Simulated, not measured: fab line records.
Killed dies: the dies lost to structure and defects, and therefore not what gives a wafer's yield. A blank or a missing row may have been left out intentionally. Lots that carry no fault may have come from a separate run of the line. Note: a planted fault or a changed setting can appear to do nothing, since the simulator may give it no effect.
A lot that was struck, set against a sound lot    flow n5-finfet    20 steps out of a route of 1938
Sound: the wafers L485.1, L485.4, L485.6. The struck wafers were L491.1, L491.3, L491.6. At the end, the cause is stated.
Per side, at each step with rows, come the tool, then ch with its chambers, and then its first start. Under that, the readings that differ: sound wafers    struck wafers    difference of the means    sigmas: that difference in standard deviations of wafers without a fault.
alike: a reading whose means differ by less than 2 such deviations, as well as words and numbers matching on both sides. not compared: withheld readings; readings where some wafer has no value; bounds like >300 that might hide an equal value; numbers whose values overlap and for which the record gives no deviation.
A row with sigmas, a row that says differs or no value, or rows on one side alone: a step with any of these is where the two part. Numbers that have no deviation but don't overlap get no sigmas and don't part them. A reading missing from all wafers of one side parts the sides only when that side holds two or more wafers.

first, 3 steps without rows for these wafers: N5_DUMMY_REMOVAL_PRECLEAN_04 (cleans in DHF, time 37 s); N5_DUMMY_REMOVAL_SRD_05 (time 30 s); N5_HKMG_FIN_IL_REGROW_00 (material SiO2, chemistry O3, target thk 0.75 nm, time 30 s).
N5_HKMG_FIN_HK_ALD_01: deposits HfO2, target thk 1.6 nm, pulse time 3 s, purge time 3 s.
  sound on ald-hk-03 ch 0,2,3, day 5 15:52; struck on ald-hk-02 ch 0,2,3, day 7 06:44
  alike: precursor-pulse-height-rel
N5_HKMG_FIN_HK_ANNEAL_02: time 30 s.
  sound on rtp-anneal-02 ch 0, day 5 16:10; struck on rtp-anneal-01 ch 0, day 7 06:55
  alike: lamp-power-pct, lamp_zone_4_pct, wafer_temp_C_max
N5_HKMG_FIN_ALD_74: deposits La2O3, target thk 0.5 nm, pulse time 6 s, co reactant pulse time 1 s.
  sound on ald-hk-02 ch 1,3, day 5 16:24; struck on ald-hk-01 ch 0,3, day 7 07:08
  alike: heater-power-w, precursor-pulse-height-rel, susceptor-temp-C
N5_HKMG_FIN_ALD_75: deposits Al2O3, target thk 1 nm, co reactant pulse time 1 s.
  sound on ald-hk-02 ch 1,3, day 5 16:29; struck on ald-hk-01 ch 0,3, day 7 07:13
  alike: heater-power-w, precursor-pulse-height-rel, susceptor-temp-C
then, 5 steps without rows for these wafers: N5_HKMG_FIN_COAT_41 (time 60 s, resist thk 300 nm); N5_HKMG_FIN_COAT_42 (time 60 s, resist thk 35 nm); N5_HKMG_FIN_COAT_43 (resist thk 90 nm); N5_HKMG_FIN_EBR_45; N5_HKMG_FIN_SOFTBAKE_44 (time 60 s).
N5_HKMG_FIN_EXPOSE_46: exposes mask NDIPOLE.
  sound on arfi-scanner-02 ch 0, day 5 16:49; struck on arfi-scanner-02 ch 0, day 7 07:26
reading                           sound        struck          difference  sigmas
model.HKMG_FIN.overlay-x-nm (nm)  0.4 0.4 0.4  14.6 14.6 14.6  +14.2       
  alike: mask
then, 2 steps without rows for these wafers: N5_HKMG_FIN_PEB_47 (peb time 60 s); N5_HKMG_FIN_DEVELOP_48 (develop time 30 s).
N5_HKMG_FIN_CD_MEAS_49: the cd target is 202 nm.
  sound on cd-sem-02 ch 0, day 5 16:56; struck on cd-sem-03 ch 0, day 7 07:33
  alike: cd-nm
N5_HKMG_FIN_OVL_MEAS_50:
  sound on overlay-01 ch 0, day 5 16:58; struck on overlay-02 ch 0, day 7 07:35
reading           sound        struck          difference  sigmas
NDIPOLE_OVL (nm)  0.0 0.0 1.0  13.8 14.7 14.7  +14.1       +19
N5_HKMG_FIN_INSPECT_61: inspects for defects (macro).
  struck on defect-inspect-02, day 7 07:37; sound on defect-inspect-02, day 5 17:00
  alike: raw-defect-count
-- the record jumps here: 4 days lie between the struck wafers' starts before and after (it left off in module HKMG_FIN and takes up again in module BEOL_M4, whose first step shown is number 1111 of the route) --
N5_BEOL_M4_RC_MEAS_101:
  sound on prober-01 ch 0, day 9 17:49; struck on prober-01 ch 0, day 11 16:47
reading        sound           struck          difference  sigmas
DIBL_N (mV/V)  38.9 38.5 38.0  35.5 35.4 34.0  -3.5        -2
SS_N (mV/dec)  73.2 72.6 72.0  71.7 71.2 71.0  -1.3        -2
  alike: DIBL_P, IOFF_N, IOFF_P, ION_N, ION_P, SS_P, VT_N, VT_P
N5_PASSIVATION_PROBE_49:
  sound wafers here have rows in the record (prober-01, day 14 03:50); struck ones have none

## WHERE THEY PART
Earliest at N5_HKMG_FIN_OVL_MEAS_50; latest, in this record, at N5_PASSIVATION_PROBE_49.

WHY: what the simulator had put in
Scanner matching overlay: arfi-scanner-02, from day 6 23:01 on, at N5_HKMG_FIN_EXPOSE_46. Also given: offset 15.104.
